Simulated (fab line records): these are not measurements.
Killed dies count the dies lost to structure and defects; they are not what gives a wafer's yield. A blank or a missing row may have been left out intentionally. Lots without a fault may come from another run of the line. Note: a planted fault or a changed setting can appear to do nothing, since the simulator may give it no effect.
Chamber matching / flow nandHarc / NHARC_A_SLIT_ETCH_29 on rieDiel-09: 4 sister chambers
The step etches the open film in CF4/O2, target depth 100 nm, overetch 10 nm, time 55 s. 16 wafers are shown with their chamber, then 8 later ones without.

## WAFERS WITH THEIR CHAMBER
wafer=L075.1; chamber=1; drypumpMotorCurrentA (A)=5.2; oesProductAu (a.u.)=1.018; throttleValvePct (%)=13.402
wafer=L075.2; chamber=2; drypumpMotorCurrentA (A)=6.7; oesProductAu (a.u.)=0.992; throttleValvePct (%)=13.398
wafer=L075.6; chamber=3; drypumpMotorCurrentA (A)=5.3; oesProductAu (a.u.)=0.999; throttleValvePct (%)=13.387
wafer=L076.3; chamber=0; drypumpMotorCurrentA (A)=5.9; oesProductAu (a.u.)=1.026; throttleValvePct (%)=13.420
wafer=L076.4; chamber=2; drypumpMotorCurrentA (A)=6.7; oesProductAu (a.u.)=0.988; throttleValvePct (%)=13.399
wafer=L076.5; chamber=0; drypumpMotorCurrentA (A)=5.9; oesProductAu (a.u.)=1.033; throttleValvePct (%)=13.412
wafer=L083.1; chamber=3; drypumpMotorCurrentA (A)=5.3; oesProductAu (a.u.)=0.989; throttleValvePct (%)=13.392
wafer=L083.3; chamber=2; drypumpMotorCurrentA (A)=6.6; oesProductAu (a.u.)=0.989; throttleValvePct (%)=13.400
wafer=L083.5; chamber=2; drypumpMotorCurrentA (A)=6.7; oesProductAu (a.u.)=0.982; throttleValvePct (%)=13.392
wafer=L084.2; chamber=1; drypumpMotorCurrentA (A)=5.2; oesProductAu (a.u.)=0.998; throttleValvePct (%)=13.401
wafer=L084.5; chamber=0; drypumpMotorCurrentA (A)=5.9; oesProductAu (a.u.)=1.007; throttleValvePct (%)=13.404
wafer=L084.6; chamber=3; drypumpMotorCurrentA (A)=5.3; oesProductAu (a.u.)=1.003; throttleValvePct (%)=13.383
wafer=L085.2; chamber=2; drypumpMotorCurrentA (A)=6.6; oesProductAu (a.u.)=0.995; throttleValvePct (%)=13.399
wafer=L085.3; chamber=0; drypumpMotorCurrentA (A)=5.8; oesProductAu (a.u.)=1.004; throttleValvePct (%)=13.400
wafer=L085.5; chamber=2; drypumpMotorCurrentA (A)=6.7; oesProductAu (a.u.)=0.981; throttleValvePct (%)=13.375
wafer=L088.1; chamber=3; drypumpMotorCurrentA (A)=5.3; oesProductAu (a.u.)=1.003; throttleValvePct (%)=13.406

SIGNATURES, as means of the wafers listed above
reading=drypumpMotorCurrentA; chamber 0=5.875; chamber 1=5.200; chamber 2=6.667; chamber 3=5.300; scatter within a chamber=0.0417
reading=oesProductAu; chamber 0=1.01750; chamber 1=1.00800; chamber 2=0.98783; chamber 3=0.99850; scatter within a chamber=0.00952
reading=throttleValvePct; chamber 0=13.40900; chamber 1=13.40150; chamber 2=13.39383; chamber 3=13.39200; scatter within a chamber=0.00915
Rule: a wafer's distance from a chamber is the root of the sum, over the readings, of the square of ((its reading less the chamber's mean) divided by the reading's scatter). If the next closest chamber is less than 2 further off than the closest, the wafer can't be placed; otherwise it belongs to the closest. The scatter: take each reading less its chamber's mean, square it, sum over the shown wafers, divide by the number of wafers less the number of chambers, and take the root.

## WAFERS WITH NO CHAMBER GIVEN
wafer=L088.3; drypumpMotorCurrentA (A)=5.8; oesProductAu (a.u.)=1.014; throttleValvePct (%)=13.399
wafer=L088.4; drypumpMotorCurrentA (A)=5.2; oesProductAu (a.u.)=1.008; throttleValvePct (%)=13.386
wafer=L091.4; drypumpMotorCurrentA (A)=5.8; oesProductAu (a.u.)=1.006; throttleValvePct (%)=13.406
wafer=L091.5; drypumpMotorCurrentA (A)=6.7; oesProductAu (a.u.)=0.995; throttleValvePct (%)=13.404
wafer=L091.6; drypumpMotorCurrentA (A)=5.2; oesProductAu (a.u.)=1.006; throttleValvePct (%)=13.391
wafer=L094.2; drypumpMotorCurrentA (A)=5.3; oesProductAu (a.u.)=0.996; throttleValvePct (%)=13.402
wafer=L094.3; drypumpMotorCurrentA (A)=5.2; oesProductAu (a.u.)=1.006; throttleValvePct (%)=13.412
wafer=L094.5; drypumpMotorCurrentA (A)=5.3; oesProductAu (a.u.)=0.993; throttleValvePct (%)=13.401

## WHICH CHAMBER EACH WENT THROUGH
wafer=L088.3; from the rows above=0; in truth=0
wafer=L088.4; from the rows above=can't be placed: 1 or 3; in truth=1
wafer=L091.4; from the rows above=0; in truth=0
wafer=L091.5; from the rows above=2; in truth=2
wafer=L091.6; from the rows above=can't be placed: 1 or 3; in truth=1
wafer=L094.2; from the rows above=can't be placed: 3 or 1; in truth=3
wafer=L094.3; from the rows above=1; in truth=1
wafer=L094.5; from the rows above=can't be placed: 3 or 1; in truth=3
Correctly placed: 4 of 8. Cannot be placed on the basis of these rows: 4; the candidates contain the true chamber in 4. Wrongly placed: 0.
